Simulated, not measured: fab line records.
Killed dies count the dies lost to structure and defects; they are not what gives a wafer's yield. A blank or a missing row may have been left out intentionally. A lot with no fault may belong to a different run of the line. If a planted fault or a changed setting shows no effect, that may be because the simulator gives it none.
Chamber matching | flow nand-harc | rie-diel-13 running NHARC_A_STAIRCASE_DESCUM_219: 4 sister chambers
The step chemistry O2, time 3 s. 8 wafers are shown with their chamber, then 7 later ones without.

WAFERS PAIRED WITH THEIR CHAMBERS
wafer  | chamber | showerhead-plenum-p-Torr (Torr) | drypump-motor-current-A (A)
L079.1 | 0       | 1.78                            | 6.1
L082.1 | 0       | 1.78                            | 6.1
L082.2 | 3       | 2.00                            | 5.0
L082.3 | 1       | 1.93                            | 6.4
L081.4 | 1       | 1.93                            | 6.4
L081.6 | 2       | 1.98                            | 6.0
L085.4 | 3       | 2.00                            | 5.0
L085.5 | 2       | 1.97                            | 5.9

WAFERS MISSING THEIR CHAMBER
wafer  | showerhead-plenum-p-Torr (Torr) | drypump-motor-current-A (A)
L085.6 | 2.00                            | 5.0
L086.2 | 1.97                            | 6.0
L086.3 | 1.78                            | 6.1
L086.5 | 2.00                            | 5.0
L095.1 | 1.99                            | 5.0
L095.2 | 1.97                            | 5.9
L095.5 | 1.92                            | 6.4

EACH ONE'S CHAMBER
wafer  | from the rows above | in truth
L085.6 | 3                   | 3
L086.2 | 2                   | 2
L086.3 | 0                   | 0
L086.5 | 3                   | 3
L095.1 | 3                   | 3
L095.2 | 2                   | 2
L095.5 | 1                   | 1
Correct placement for 7 of the 7. Can't be placed from these rows: 0. Placed wrongly: 0.
How it was worked out, from the rows above alone: a wafer's distance from a chamber is the root of the sum, over the readings, of the square of ((its reading less the chamber's mean) divided by the reading's scatter). If the next closest chamber is less than 2 further off than the closest, the wafer can't be placed; otherwise it belongs to the closest. For every chamber, the mean is computed from those of its wafers that are shown. How the scatter is found: for the shown wafers, subtract from each reading the mean of its chamber, square and add these, divide the total by (wafers less chambers), then take the root.
